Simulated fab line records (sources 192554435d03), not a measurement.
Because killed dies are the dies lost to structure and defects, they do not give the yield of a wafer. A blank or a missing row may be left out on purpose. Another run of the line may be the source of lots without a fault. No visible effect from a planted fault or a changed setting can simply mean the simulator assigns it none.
fab line records | flow n5-finfet
record: lots: 7 | wafers: 39
route steps=1938 shown DUMMY_GATE@228 SD_EPI_P@314 MOL_CONTACT_COAG@610
start-h: hours from the record's opening day to when the first of the lot's shown wafers began | wait-h: hours since the lot's step before | " repeats the value in the row above | L1.1+2: a row that stands for several wafers | - no value present, or no start provided | * or withheld: withheld | < > ~ a bound
route shown NAME@n: NAME is a module with steps in the file, n the number in the route of the first one | usual: mean and standard deviation over wafers with no fault | same: alike in all rows | chamber/n: place in a boat | sites: the reading at each site | _std_site: the values' standard deviation | _edge_site: outer sites' mean less inner sites' | radius-mm: how far each site lies from the wafer's centre | mask NAME#n: copy n | behind: tool/chamber where the wafer was last shaped | hold: what put the lot on hold/how long, in hours/how the hold closed | device: which transistor (n, p or np) failed to switch | end of line: the tests these same wafers got at the end of their route | where a step has no rows: the recipe by itself | killed: dies that structure and defects cost at the first sort, which is not the same as the wafer's yield | map: per-die view of a wafer (x killed, . not killed, _ where there is no die)
set.NAME: the setting the step ran with; set.NAME@STEP: the setting that earlier step ran with | model.NAME: the simulator's own value behind a step, which no gauge read
lots where settings were altered on purpose, with a table for each step and a row for each wafer
== steps ==
step: N5_DUMMY_GATE_EXPOSE_12
recipe: mask-id: GATE | na: 0.33 | source-shape: annular | sigma-inner: 0.2 | sigma-outer: 0.6 | polarization: unpolarized | target-cd-nm: 25 | dose-mj: 34
lot.wafer        | tool           | chamber | start-h | wait-h | mask   | set.dose-mj
L075.1+2+3+4+5+6 | euv-scanner-02 | 0       | 51.32   | -      | GATE#0 | 34
L076.1+2+6       | euv-scanner-01 | 0       | 59.76   | -      | GATE#0 | 32.34
L076.3+4+5       | "              | 0       | "       | "      | GATE#0 | 34
L079.1+2+5       | euv-scanner-02 | 0       | 78.05   | -      | GATE#0 | 34
L079.3+4+6       | "              | 0       | "       | "      | GATE#0 | 31.38
L081.1+3+5       | euv-scanner-02 | 0       | 88.18   | -      | GATE#0 | 35.5
L081.2+4+6       | "              | 0       | "       | "      | GATE#0 | 34
L088.1+2+3+4+5+6 | euv-scanner-01 | 0       | 134.96  | -      | GATE#0 | 34
L090.3+4+6       | euv-scanner-01 | 0       | 143.32  | -      | GATE#0 | 34
L093.1+4+6       | euv-scanner-01 | 0       | 164.30  | -      | GATE#0 | 34.89
L093.2+3+5       | "              | 0       | "       | "      | GATE#0 | 34
step: N5_DUMMY_GATE_PEB_13
recipe: peb-temp-c: 100 | peb-time-s: 60 | resist: CAR-EUV
step: N5_DUMMY_GATE_DEVELOP_14
recipe: develop-time-s: 30 | developer: TMAH | resist: CAR-EUV | rinse-liquid: surfactant-rinse | dry: air-spin | dev-temp-c: 23
step: N5_DUMMY_GATE_CD_MEAS_15
recipe: target-cd-nm: 25.8 | landing-energy-ev: 500 | detector: se-inlens
usual: cd-nm: 24.96/0.23
lot.wafer | tool      | chamber | start-h | wait-h | set.dose-mj@DUMMY_GATE_EXPOSE_12 | cd-nm
L075.1    | cd-sem-01 | 0       | 51.45   | -      | 34                               | 24.76
L075.2    | "         | 0       | "       | "      | 34                               | 24.86
L075.3    | "         | 0       | "       | "      | 34                               | 24.95
L075.4    | "         | 0       | "       | "      | 34                               | 25.22
L075.5    | "         | 0       | "       | "      | 34                               | 25.00
L075.6    | "         | 0       | "       | "      | 34                               | 25.52
L076.1    | cd-sem-02 | 0       | 59.89   | -      | 32.34                            | 25.84
L076.2    | "         | 0       | "       | "      | 32.34                            | 26.02
L076.3    | "         | 0       | "       | "      | 34                               | 24.95
L076.4    | "         | 0       | "       | "      | 34                               | 25.15
L076.5    | "         | 0       | "       | "      | 34                               | 25.29
L076.6    | "         | 0       | "       | "      | 32.34                            | 26.01
L079.1    | cd-sem-03 | 0       | 78.18   | -      | 34                               | 25.21
L079.2    | "         | 0       | "       | "      | 34                               | 24.85
L079.3    | "         | 0       | "       | "      | 31.38                            | 26.58
L079.4    | "         | 0       | "       | "      | 31.38                            | 26.70
L079.5    | "         | 0       | "       | "      | 34                               | 24.48
L079.6    | "         | 0       | "       | "      | 31.38                            | 26.49
L081.1    | cd-sem-03 | 0       | 88.31   | -      | 35.5                             | 24.19
L081.2    | "         | 0       | "       | "      | 34                               | 24.98
L081.3    | "         | 0       | "       | "      | 35.5                             | 24.17
L081.4    | "         | 0       | "       | "      | 34                               | 25.17
L081.5    | "         | 0       | "       | "      | 35.5                             | 24.04
L081.6    | "         | 0       | "       | "      | 34                               | 25.17
L088.1    | cd-sem-01 | 0       | 135.08  | -      | 34                               | 24.93
L088.2    | "         | 0       | "       | "      | 34                               | 24.92
L088.3    | "         | 0       | "       | "      | 34                               | 24.92
L088.4    | "         | 0       | "       | "      | 34                               | 25.05
L088.5    | "         | 0       | "       | "      | 34                               | 25.09
L088.6    | "         | 0       | "       | "      | 34                               | 25.13
L090.3    | cd-sem-01 | 0       | 143.44  | -      | 34                               | 24.66
L090.4    | "         | 0       | "       | "      | 34                               | 24.64
L090.6    | "         | 0       | "       | "      | 34                               | 24.58
L093.1    | cd-sem-02 | 0       | 164.43  | -      | 34.89                            | 24.77
L093.2    | "         | 0       | "       | "      | 34                               | 24.89
L093.3    | "         | 0       | "       | "      | 34                               | 25.08
L093.4    | "         | 0       | "       | "      | 34.89                            | 24.82
L093.5    | "         | 0       | "       | "      | 34                               | 24.63
L093.6    | "         | 0       | "       | "      | 34.89                            | 24.67
step: N5_DUMMY_GATE_STRIP_38
recipe: chemistry: N2/H2 | temp-c: 40 | n2-flow-sccm: 200 | h2-flow-sccm: 200 | rf-frequency-hz: 6e+07
step: N5_DUMMY_GATE_STRIP_39
recipe: chemistry: N2/H2 | temp-c: 40 | n2-flow-sccm: 200 | h2-flow-sccm: 200 | rf-frequency-hz: 6e+07
step: N5_DUMMY_GATE_TRIM_49
recipe: chemistry: O2 | resist: SOC | time-s: 29 | target-cd-nm: 14 | source-power-w: 300 | bias-power-w: 0 | O2_flow_sccm: 100 | temp-c: 20
lot.wafer  | tool      | chamber | start-h | wait-h | set.dose-mj@DUMMY_GATE_EXPOSE_12 | model.DUMMY_GATE.cd-nm
L075.1     | rie-si-01 | 3       | 51.91   | 0.0    | 34                               | 13.6
L075.2+4   | "         | 2,0     | "       | "      | 34                               | 13.8
L075.3+5+6 | "         | 1,0,3   | "       | "      | 34                               | 14
L076.1     | rie-si-06 | 1       | 60.41   | 0.0    | 32.34                            | 15.2
L076.2     | "         | 3       | "       | "      | 32.34                            | 14.8
L076.3+4+5 | "         | 2,0,0   | "       | "      | 34                               | 14.2
L076.6     | "         | 3       | "       | "      | 32.34                            | 15
L079.1     | rie-si-06 | 3       | 78.81   | 0.0    | 34                               | 13.8
L079.2     | "         | 0       | "       | "      | 34                               | 13.6
L079.3+6   | "         | 2,3     | "       | "      | 31.38                            | 15.2
L079.4     | "         | 1       | "       | "      | 31.38                            | 15.4
L079.5     | "         | 2       | "       | "      | 34                               | 14
L081.1     | rie-si-06 | 3       | 88.67   | 0.0    | 35.5                             | 13.2
L081.2+6   | "         | 1,0     | "       | "      | 34                               | 13.8
L081.3     | "         | 0       | "       | "      | 35.5                             | 13
L081.4     | "         | 2       | "       | "      | 34                               | 14.2
L081.5     | "         | 1       | "       | "      | 35.5                             | 13.4
L088.1+2+6 | rie-si-06 | 3,0,3   | 136.10  | 0.0    | 34                               | 13.8
L088.3+4+5 | "         | 1,2,0   | "       | "      | 34                               | 14
L090.3     | rie-si-02 | 2       | 143.79  | 0.0    | 34                               | 13.8
L090.4+6   | "         | 3,0     | "       | "      | 34                               | 14
L093.1+4   | rie-si-06 | 2,3     | 164.79  | 0.0    | 34.89                            | 13.6
L093.2     | "         | 0       | "       | "      | 34                               | 14
L093.3+5   | "         | 1,2     | "       | "      | 34                               | 14.4
L093.6     | "         | 1       | "       | "      | 34.89                            | 13.8
step: N5_DUMMY_GATE_ETCH_32
recipe: chemistry: CF4 | target: SiO2 | target-depth-a: 35 | time-s: 3.9 | ion-energy-ev: 350 | pressure-mtorr: 10 | icp-w: 800 | bias-w: 400 | cf4-flow-sccm: 80
lot.wafer | tool      | chamber | start-h | wait-h | set.time-s | model.etch.depth-nm
L075.1    | rie-si-02 | 2       | 52.35   | 0.1    | 3.9        | 3.511
L075.2    | "         | 1       | "       | "      | 4.372      | 3.855
L075.3    | "         | 3       | "       | "      | 4.372      | 3.906
L075.4    | "         | 0       | "       | "      | 4.372      | 3.882
L075.5    | "         | 1       | "       | "      | 3.9        | 3.452
L075.6    | "         | 2       | "       | "      | 3.9        | 3.509
L076.1    | rie-si-01 | 1       | 60.93   | 0.1    | 3.9        | 3.528
L076.2    | "         | 2       | "       | "      | 4.226      | 3.884
L076.3    | "         | 3       | "       | "      | 3.9        | 3.554
L076.4    | "         | 0       | "       | "      | 4.226      | 3.829
L076.5    | "         | 2       | "       | "      | 3.9        | 3.562
L076.6    | "         | 3       | "       | "      | 4.226      | 3.872
L079.1    | rie-si-02 | 1       | 79.26   | 0.1    | 3.9        | 3.471
L079.2    | "         | 0       | "       | "      | 3.9        | 3.474
L079.3    | "         | 2       | "       | "      | 3.243      | 2.956
L079.4    | "         | 3       | "       | "      | 3.243      | 2.922
L079.5    | "         | 0       | "       | "      | 3.243      | 2.898
L079.6    | "         | 3       | "       | "      | 3.9        | 3.543
L081.1    | rie-si-01 | 0       | 89.11   | 0.1    | 3.9        | 3.51
L081.2    | "         | 1       | "       | "      | 3.9        | 3.495
L081.3    | "         | 2       | "       | "      | 3.9        | 3.523
L081.4    | "         | 2       | "       | "      | 3.9        | 3.535
L081.5    | "         | 0       | "       | "      | 3.9        | 3.525
L081.6    | "         | 1       | "       | "      | 3.9        | 3.491
L088.1    | rie-si-02 | 1       | 136.61  | 0.1    | 4.721      | 4.24
L088.2    | "         | 3       | "       | "      | 3.9        | 3.532
L088.3    | "         | 0       | "       | "      | 3.9        | 3.486
L088.4    | "         | 2       | "       | "      | 4.721      | 4.324
L088.5    | "         | 2       | "       | "      | 3.9        | 3.548
L088.6    | "         | 3       | "       | "      | 4.721      | 4.289
L090.3    | rie-si-06 | 2       | 144.23  | 0.1    | 3.9        | 3.399
L090.4    | "         | 0       | "       | "      | 3.9        | 3.425
L090.6    | "         | 0       | "       | "      | 3.9        | 3.422
L093.1    | rie-si-02 | 0       | 165.23  | 0.1    | 3.9        | 3.435
L093.2    | "         | 2       | "       | "      | 3.063      | 2.761
L093.3    | "         | 3       | "       | "      | 3.063      | 2.752
L093.4    | "         | 1       | "       | "      | 3.063      | 2.715
L093.5    | "         | 2       | "       | "      | 3.9        | 3.529
L093.6    | "         | 1       | "       | "      | 3.9        | 3.465
step: N5_DUMMY_GATE_ETCH_23
recipe: chemistry: HBr/Cl2/O2 | HBr_flow_sccm: 150 | Cl2_flow_sccm: 80 | O2_flow_sccm: 12 | bias-w: 102 | target-depth-a: 410 | time-s: 22.3 | target: poly-Si | mask-material: SiO2 | pressure-mtorr: 10 | icp-w: 800
step: N5_DUMMY_GATE_ETCH_44
recipe: chemistry: HBr/O2 | over-etch-frac: 0.7 | target-depth-a: 1275 | stop-on: SiO2 | ion-energy-ev: 60 | bias-w: 20 | target: poly-Si | mask-material: SiO2 | pressure-mtorr: 20 | icp-w: 400 | HBr_flow_sccm: 120 | O2_flow_sccm: 10
lot.wafer      | tool      | chamber   | start-h | wait-h | set.dose-mj@DUMMY_GATE_EXPOSE_12 | model.DUMMY_GATE.cd-nm
L075.1+3+4+6   | rie-si-02 | 2,3,0,2   | 52.44   | 0.0    | 34                               | 14.8
L075.2         | "         | 1         | "       | "      | 34                               | 14.6
L075.5         | "         | 1         | "       | "      | 34                               | 15
L076.1         | rie-si-01 | 1         | 61.01   | 0.0    | 32.34                            | 16.2
L076.2+6       | "         | 2,3       | "       | "      | 32.34                            | 16
L076.3+4       | "         | 3,0       | "       | "      | 34                               | 15.4
L076.5         | "         | 2         | "       | "      | 34                               | 15.2
L079.1         | rie-si-02 | 1         | 79.35   | 0.0    | 34                               | 15
L079.2         | "         | 0         | "       | "      | 34                               | 14.8
L079.3+6       | "         | 2,3       | "       | "      | 31.38                            | 16.2
L079.4         | "         | 3         | "       | "      | 31.38                            | 16.4
L079.5         | "         | 0         | "       | "      | 34                               | 15.2
L081.1+5       | rie-si-01 | 0         | 89.20   | 0.0    | 35.5                             | 14
L081.2+6       | "         | 1         | "       | "      | 34                               | 14.6
L081.3         | "         | 2         | "       | "      | 35.5                             | 13.8
L081.4         | "         | 2         | "       | "      | 34                               | 15
L088.1+2+4+5+6 | rie-si-02 | 1,3,2,2,3 | 136.70  | 0.0    | 34                               | 14.8
L088.3         | "         | 0         | "       | "      | 34                               | 15
L090.3         | rie-si-06 | 2         | 144.32  | 0.0    | 34                               | 14.8
L090.4         | "         | 0         | "       | "      | 34                               | 15.2
L090.6         | "         | 0         | "       | "      | 34                               | 15
L093.1         | rie-si-02 | 0         | 165.32  | 0.0    | 34.89                            | 14.6
L093.2         | "         | 2         | "       | "      | 34                               | 15
L093.3+5       | "         | 3,2       | "       | "      | 34                               | 15.4
L093.4         | "         | 1         | "       | "      | 34.89                            | 14.4
L093.6         | "         | 1         | "       | "      | 34.89                            | 14.8
step: N5_SD_EPI_P_SD_RECESS_17
recipe: chemistry: HBr/Cl2/O2 | target-depth-a: 391 | bt-time-s: 3 | pressure-mtorr: 10 | icp-w: 800 | bias-w: 112 | HBr_flow_sccm: 150 | Cl2_flow_sccm: 80 | O2_flow_sccm: 12
lot.wafer | tool      | chamber | start-h | wait-h | set.target-depth-a | model.SD_EPI_P.feature-depth-nm | model.etch.depth-nm
L075.1    | rie-si-06 | 1       | 60.78   | 0.0    | 409.2              | 40.4                            | 40.33
L075.2    | "         | 2       | "       | "      | 391                | 38                              | 37.95
L075.3    | "         | 0       | "       | "      | 409.2              | 40.2                            | 40.26
L075.4    | "         | 3       | "       | "      | 391                | 38.6                            | 38.51
L075.5    | "         | 3       | "       | "      | 409.2              | 40                              | 39.97
L075.6    | "         | 0       | "       | "      | 391                | 38.2                            | 38.12
L076.1    | rie-si-01 | 2       | 68.42   | 0.0    | 391                | 39                              | 39.07
L076.2    | "         | 3       | "       | "      | 391                | 38.8                            | 38.76
L076.3    | "         | 0       | "       | "      | 391                | 38.2                            | 38.19
L076.4    | "         | 1       | "       | "      | 391                | 38.4                            | 38.49
L076.5    | "         | 2       | "       | "      | 391                | 38.6                            | 38.64
L076.6    | "         | 1       | "       | "      | 391                | 38.8                            | 38.78
L079.1    | rie-si-06 | 3       | 86.28   | 0.0    | 391                | 39                              | 38.99
L079.2    | "         | 2       | "       | "      | 354.9              | 34.8                            | 34.84
L079.3    | "         | 1       | "       | "      | 391                | 38.8                            | 38.74
L079.4    | "         | 0       | "       | "      | 391                | 38.8                            | 38.72
L079.5    | "         | 0       | "       | "      | 354.9              | 35                              | 35.08
L079.6    | "         | 3       | "       | "      | 354.9              | 35                              | 34.99
L081.1    | rie-si-01 | 3       | 96.06   | 0.0    | 391                | 39.4                            | 39.43
L081.2    | "         | 0       | "       | "      | 391                | 39.2                            | 39.26
L081.3    | "         | 1       | "       | "      | 391                | 38.8                            | 38.73
L081.4    | "         | 3       | "       | "      | 391                | 39.4                            | 39.4
L081.5    | "         | 0       | "       | "      | 391                | 39.2                            | 39.16
L081.6    | "         | 1       | "       | "      | 391                | 39                              | 38.93
L088.1    | rie-si-02 | 1       | 145.79  | 0.0    | 376.7              | 37.2                            | 37.17
L088.2    | "         | 2       | "       | "      | 391                | 39.4                            | 39.44
L088.3    | "         | 0       | "       | "      | 391                | 38.6                            | 38.55
L088.4    | "         | 3       | "       | "      | 391                | 38.8                            | 38.86
L088.5    | "         | 1       | "       | "      | 376.7              | 37.4                            | 37.37
L088.6    | "         | 0       | "       | "      | 376.7              | 37.2                            | 37.19
L090.3    | rie-si-01 | 3       | 150.86  | 0.0    | 391                | 39.6                            | 39.62
L090.4    | "         | 1       | "       | "      | 391                | 38.4                            | 38.36
L090.6    | "         | 1       | "       | "      | 391                | 38.8                            | 38.88
L093.1    | rie-si-06 | 1       | 171.95  | 0.0    | 391                | 38.6                            | 38.52
L093.2    | "         | 3       | "       | "      | 391                | 38.2                            | 38.23
L093.3+6  | "         | 2       | "       | "      | 391                | 38.4                            | 38.35
L093.4    | "         | 0       | "       | "      | 391                | 38                              | 38.08
L093.5    | "         | 1       | "       | "      | 391                | 38.2                            | 38.18
step: N5_MOL_CONTACT_COAG_ETCH_67
recipe: chemistry: N2/H2 | target: SOC | target-depth-a: 600 | overetch-a: 210 | mask-material: SiARC | temp-c: 40 | time-s: 101.2 | ion-energy-ev: 200 | pressure-mtorr: 30 | source-w: 840 | bias-w: 150 | n2-flow-sccm: 200 | h2-flow-sccm: 200
usual: rf-vpp-V: 524.9/3
lot.wafer | tool        | chamber | start-h | wait-h | set.source-w | rf-vpp-V | model.SiARC_of_MOL_CONTACT_COAG_COAT_63.thk-nm
L075.1    | rie-diel-03 | 3       | 108.27  | 0.0    | 840          | 526.1    | 5.8
L075.2    | "           | 2       | "       | "      | 840          | 522.4    | 5.8
L075.3    | "           | 1       | "       | "      | 840          | 528.6    | 5.8
L075.4    | "           | 0       | "       | "      | 840          | 523.8    | 5.8
L075.5    | "           | 0       | "       | "      | 840          | 522.9    | 5.8
L075.6    | "           | 1       | "       | "      | 840          | 527.9    | 5.8
L076.1    | rie-diel-01 | 3       | 114.88  | 0.0    | 714.4        | 552.3    | 6.2
L076.2    | "           | 2       | "       | "      | 714.4        | 557.5    | 6.2
L076.3    | "           | 1       | "       | "      | 840          | 527.1    | 5.8
L076.4    | "           | 0       | "       | "      | 840          | 525.7    | 5.8
L076.5    | "           | 0       | "       | "      | 714.4        | 554.7    | 6.2
L076.6    | "           | 3       | "       | "      | 840          | 522.6    | 5.8
L079.1    | rie-diel-04 | 0       | 130.44  | 0.0    | 840          | 522.0    | 5.8
L079.2    | "           | 3       | "       | "      | 840          | 520.0    | 6
L079.3    | "           | 1       | "       | "      | 840          | 528.6    | 5.8
L079.4    | "           | 2       | "       | "      | 840          | 524.6    | 5.8
L079.5    | "           | 3       | "       | "      | 840          | 521.2    | 5.8
L079.6    | "           | 0       | "       | "      | 840          | 523.3    | 5.8
L081.1    | rie-diel-03 | 1       | 142.31  | 0.0    | 721.6        | 555.5    | 6.2
L081.2    | "           | 3       | "       | "      | 840          | 524.8    | 5.8
L081.3    | "           | 2       | "       | "      | 721.6        | 547.8    | 6.2
L081.4    | "           | 0       | "       | "      | 840          | 523.7    | 5.8
L081.5    | "           | 0       | "       | "      | 840          | 523.4    | 5.8
L081.6    | "           | 1       | "       | "      | 721.6        | 555.4    | 6.2
L088.1    | rie-diel-01 | 2       | 195.67  | 0.0    | 840          | 528.6    | 5.8
L088.2    | "           | 3       | "       | "      | 729.7        | 547.5    | 6
L088.3    | "           | 1       | "       | "      | 729.7        | 551.4    | 6
L088.4    | "           | 0       | "       | "      | 840          | 524.2    | 5.8
L088.5    | "           | 0       | "       | "      | 729.7        | 550.0    | 6
L088.6    | "           | 3       | "       | "      | 840          | 523.9    | 5.8
L090.3    | rie-diel-03 | 1       | 198.24  | 0.0    | 840          | 527.1    | 5.8
L090.4    | "           | 2       | "       | "      | 840          | 520.2    | 5.8
L090.6    | "           | 0       | "       | "      | 840          | 522.1    | 5.8
L093.1    | rie-diel-04 | 0       | 215.95  | 0.0    | 840          | 522.7    | 5.8
L093.2    | "           | 1       | "       | "      | 840          | 528.0    | 5.8
L093.3    | "           | 2       | "       | "      | 743.6        | 547.3    | 6.2
L093.4    | "           | 3       | "       | "      | 743.6        | 549.5    | 6
L093.5    | "           | 0       | "       | "      | 743.6        | 544.8    | 6
L093.6    | "           | 3       | "       | "      | 840          | 527.4    | 5.8
step: N5_MOL_CONTACT_COAG_ANNEAL_112
recipe: temp-c: 400 | time-s: 1800 | ambient: HPD2 | pressure-atm: 10
usual: wafer_temp_C_max: 402.6/0.47
lot.wafer | tool         | chamber | start-h | wait-h | set.temp-c | wafer_temp_C_max
L075.1    | hp-anneal-01 | 0       | 109.52  | 0.0    | 405.8      | 408.3
L075.2    | "            | 0       | "       | "      | 405.8      | 408.7
L075.3    | "            | 0       | "       | "      | 405.8      | 408.5
L075.4    | "            | 0       | "       | "      | 405.8      | 408.9
L075.5    | "            | 0       | "       | "      | 405.8      | 409.3
L075.6    | "            | 0       | "       | "      | 405.8      | 409.7
L076.1    | hp-anneal-01 | 0       | 116.13  | 0.0    | 390.3      | 393.0
L076.2    | "            | 0       | "       | "      | 390.3      | 392.6
L076.3    | "            | 0       | "       | "      | 390.3      | 392.8
L076.4    | "            | 0       | "       | "      | 390.3      | 393.0
L076.5    | "            | 0       | "       | "      | 390.3      | 392.9
L076.6    | "            | 0       | "       | "      | 390.3      | 392.5
L079.1    | hp-anneal-01 | 0       | 131.69  | 0.0    | 405.4      | 408.4
L079.2    | "            | 0       | "       | "      | 405.4      | 407.7
L079.3    | "            | 0       | "       | "      | 405.4      | 407.7
L079.4    | "            | 0       | "       | "      | 405.4      | 408.0
L079.5    | "            | 0       | "       | "      | 405.4      | 407.7
L079.6    | "            | 0       | "       | "      | 405.4      | 407.0
L081.1    | hp-anneal-01 | 0       | 146.40  | 2.9    | 406.3      | 408.9
L081.2    | "            | 0       | "       | "      | 406.3      | 409.4
L081.3    | "            | 0       | "       | "      | 406.3      | 408.7
L081.4    | "            | 0       | "       | "      | 406.3      | 408.8
L081.5    | "            | 0       | "       | "      | 406.3      | 410.0
L081.6    | "            | 0       | "       | "      | 406.3      | 408.9
L088.1    | hp-anneal-01 | 0       | 196.92  | 0.0    | 400        | 402.5
L088.2    | "            | 0       | "       | "      | 400        | 402.2
L088.3    | "            | 0       | "       | "      | 400        | 402.8
L088.4    | "            | 0       | "       | "      | 400        | 402.8
L088.5    | "            | 0       | "       | "      | 400        | 402.4
L088.6    | "            | 0       | "       | "      | 400        | 402.6
L090.3    | hp-anneal-01 | 0       | 199.92  | 0.5    | 400        | 402.3
L090.4    | "            | 0       | "       | "      | 400        | 402.6
L090.6    | "            | 0       | "       | "      | 400        | 402.8
L093.1    | hp-anneal-01 | 0       | 217.20  | 0.0    | 411.9      | 414.8
L093.2    | "            | 0       | "       | "      | 411.9      | 413.6
L093.3    | "            | 0       | "       | "      | 411.9      | 413.8
L093.4    | "            | 0       | "       | "      | 411.9      | 414.7
L093.5    | "            | 0       | "       | "      | 411.9      | 414.3
L093.6    | "            | 0       | "       | "      | 411.9      | 413.8
== key ==
split: step: N5_DUMMY_GATE_EXPOSE_12 | setting: dose-mj | stated: 34 | by: wafer
response: step: N5_DUMMY_GATE_CD_MEAS_15 | reading: cd-nm | change: -0.202 | per: 1% | r: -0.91
response: step: N5_DUMMY_GATE_TRIM_49 | reading: model.DUMMY_GATE.cd-nm | change: -0.183 | per: 1% | r: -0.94
response: step: N5_DUMMY_GATE_ETCH_44 | reading: model.DUMMY_GATE.cd-nm | change: -0.17 | per: 1% | r: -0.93
split: step: N5_DUMMY_GATE_ETCH_32 | setting: time-s | stated: 3.9 | by: wafer
response: step: N5_DUMMY_GATE_ETCH_32 | reading: model.etch.depth-nm | change: +0.0347 | per: 1% | r: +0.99
split: step: N5_SD_EPI_P_SD_RECESS_17 | setting: target-depth-a | stated: 391 | by: wafer
response: step: N5_SD_EPI_P_SD_RECESS_17 | reading: model.SD_EPI_P.feature-depth-nm | change: +0.427 | per: 1% | r: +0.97
response: step: N5_SD_EPI_P_SD_RECESS_17 | reading: model.etch.depth-nm | change: +0.424 | per: 1% | r: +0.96
split: step: N5_MOL_CONTACT_COAG_ETCH_67 | setting: source-w | stated: 840 | by: wafer
response: step: N5_MOL_CONTACT_COAG_ETCH_67 | reading: rf-vpp-V | change: -1.94 | per: 1% | r: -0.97
response: step: N5_MOL_CONTACT_COAG_ETCH_67 | reading: model.SiARC_of_MOL_CONTACT_COAG_COAT_63.thk-nm | change: -0.0238 | per: 1% | r: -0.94
split: step: N5_MOL_CONTACT_COAG_ANNEAL_112 | setting: temp-c | stated: 400 | by: lot
response: step: N5_MOL_CONTACT_COAG_ANNEAL_112 | reading: wafer_temp_C_max | change: * | per: 1% | r: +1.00
